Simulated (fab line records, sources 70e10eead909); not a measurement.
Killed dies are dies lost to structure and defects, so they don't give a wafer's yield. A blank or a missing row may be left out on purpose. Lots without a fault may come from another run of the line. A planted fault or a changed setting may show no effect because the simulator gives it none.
A struck lot beside a sound one | flow nand_harc | 14 steps out of a route of 1302
Sound: wafers L566.2, L566.3, L566.5. Struck: wafer L572.5. (L572.2, L572.4 of the same lot were not struck and are left out.) The cause comes at the end.
At each step with rows: each side's tool, then ch and its chambers, then its first start. Under that, the readings that differ: sound wafers | struck wafers | difference of the means | sigmas: that difference in standard deviations of wafers without a fault.
alike: readings whose means differ by less than 2 such deviations, and words and numbers that are the same on both sides. not compared: withheld readings, readings that some wafer has no value for, bounds like >300 that may hide the same value, and numbers for which the record gives no deviation and whose values overlap.
The two part at a step that has a row with sigmas, a row that says differs or no value, or rows on one side only. Numbers that don't overlap but have no deviation are shown without sigmas and don't part them. A reading that every wafer of one side lacks parts them only if that side has two wafers or more.

first, 2 steps without rows for these wafers: NHARC_A_BLC_ETCH_16 (etches the open film in CF4, target depth 39 nm, time 65 s); NHARC_A_BLC_ETCH_17 (etches the open film in N2/H2, target depth 390 nm, time 609.38 s).
NHARC_A_BLC_ETCH_18: etches the open film in C4F8/O2/Ar, target depth 910 nm.
  sound on rie_diel-02 ch 0,3; struck on rie_diel-05 ch 2
  alike: chamber_pressure_mTorr, oes_product_au, rf_vpp_V
  not compared: rf_hours_counter_h
NHARC_A_BLC_CD_MEAS_19:
  sound on cd_sem-01, day 25 13:35; struck on cd_sem-01, day 27 02:50
  alike: cd_nm
NHARC_A_BLC_STRIP_29: strips in CF4.
  sound on rie_diel-02 ch 0,3, day 25 13:41; struck on rie_diel-05 ch 0, day 27 02:55
  reading      | sound          | struck | difference | sigmas
  rf_vpp_V (V) | 58.7 59.8 58.5 | 61.5   | +2.5       | +3
  alike: chamber_pressure_mTorr, drypump_motor_current_A, oes_product_au, showerhead_plenum_p_Torr, throttle_valve_pct
  not compared: rf_hours_counter_h
then, 4 steps without rows for these wafers: NHARC_A_BLC_STRIP_21 (strips in O2); NHARC_A_BLC_STRIP_22 (strips in post etch residue remover, time 600 s); NHARC_A_BLC_DEGAS_30 (time 60 s); NHARC_A_BLC_PRE_CLEAN_31 (time 15 s).
NHARC_A_BLC_PVD_32: deposits Ti, target thk 5 nm, time 17.7 s.
  sound on pvd_sputter-02; struck on pvd_sputter-01
  alike: throttle_valve_pct
NHARC_A_BLC_ALD_23: deposits TiN, target thk 3 nm, pulse time 1 s, ald cycles 150.
  sound on ald_metal-04 ch 1,2,3, day 25 14:33; struck on ald_metal-02 ch 0, day 27 03:41
  alike: heater_power_w, precursor_pulse_height_rel
  not compared: since_wet_clean_h
NHARC_A_BLC_CVD_24: deposits W, target thk 150 nm, time 434 s.
  sound on cvd_w-02 ch 0; struck on cvd_w-02 ch 1
  alike: heater_power_w, throttle_valve_pct
  not compared: since_wet_clean_h
NHARC_A_BLC_CMP_25: polishes, t overpolish 30 s, target thk 150 nm.
  sound on cmp-02 ch 0,1, day 25 15:18; struck on cmp-03 ch 3, day 27 04:25
  reading                | sound                | struck | difference | sigmas
  motor_current_A (A)    | 12.9 13.2 12.8       | 10.7   | -2.3       | -3
  overpolish_run_s (s)   | 30.000 30.001 29.998 | 13.184 | -16.816    | -99 or more
  time_to_endpoint_s (s) | 31.1 26.9 30.3       | 64.9   | +35.5      | +14
NHARC_END_SORT_01:
  sound on prober-02 ch 0, day 27 09:46; struck on prober-01 ch 0, day 29 01:13
  alike: killed_at_array, killed_at_other, killed_at_periphery, killed_dies, killed_open, killed_short

WHERE THEY PART
First at NHARC_A_BLC_STRIP_29; last, within this record, at NHARC_A_BLC_CMP_25. Later steps at which nothing parts them and some readings are alike: NHARC_END_SORT_01.

WHY: what the simulator had put in
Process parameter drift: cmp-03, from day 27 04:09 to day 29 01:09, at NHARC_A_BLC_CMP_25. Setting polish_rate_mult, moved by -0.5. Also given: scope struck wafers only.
